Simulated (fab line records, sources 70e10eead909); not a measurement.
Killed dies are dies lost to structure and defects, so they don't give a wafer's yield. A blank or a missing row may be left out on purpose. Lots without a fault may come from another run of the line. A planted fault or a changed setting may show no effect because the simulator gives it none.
Chamber matching | flow nand_harc | NHARC_P_M2_DEP_33 on pecvd-04: 3 sister chambers
The step deposits SiCN, target thk 30 nm. 6 wafers are shown with their chamber, then 12 later ones without.

WAFERS WITH THEIR CHAMBER
wafer  | chamber | heater_power_w (W) | susceptor_temp_C (C)
L088.6 | 0       | 506                | 370.09
L089.5 | 0       | 466                | 369.69
L089.6 | 2       | 662                | 369.99
L091.2 | 1       | 434                | 369.68
L091.3 | 2       | 640                | 369.97
L091.6 | 1       | 456                | 369.83

WAFERS WITHOUT THEIR CHAMBER
wafer  | heater_power_w (W) | susceptor_temp_C (C)
L092.2 | 466                | 369.98
L092.3 | 453                | 369.99
L092.6 | 460                | 369.86
L095.2 | 573                | 369.58
L095.3 | 410                | 370.05
L095.4 | 571                | 369.87
L096.1 | 600                | 370.21
L096.3 | 443                | 369.87
L096.4 | 505                | 370.19
L097.4 | 483                | 370.13
L097.5 | 605                | 369.97
L097.6 | 422                | 369.88

WHICH CHAMBER EACH WENT THROUGH
wafer  | from the rows above          | in truth
L092.2 | can't be placed: 0 or 1      | 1
L092.3 | can't be placed: 1 or 0      | 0
L092.6 | can't be placed: 1 or 0      | 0
L095.2 | can't be placed: 2 or 0 or 1 | 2
L095.3 | can't be placed: 1 or 0      | 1
L095.4 | can't be placed: 2 or 0      | 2
L096.1 | 2                            | 2
L096.3 | can't be placed: 1 or 0      | 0
L096.4 | can't be placed: 0 or 1      | 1
L097.4 | can't be placed: 0 or 1      | 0
L097.5 | 2                            | 2
L097.6 | can't be placed: 1 or 0      | 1
Placed correctly: 2 of 12. Can't be placed from these rows: 10 (the true chamber is among the candidates in 10). Placed wrongly: 0.
How it was worked out, from the rows above alone: a wafer's distance from a chamber is the root of the sum, over the readings, of the square of ((its reading less the chamber's mean) divided by the reading's scatter). The wafer belongs to the nearest chamber; if the next one is less than 2 further off, it can't be placed. A chamber's mean is the mean of its shown wafers. The scatter: the root of (the sum of the squares of (reading less its chamber's mean) over the shown wafers, divided by (wafers less chambers)).
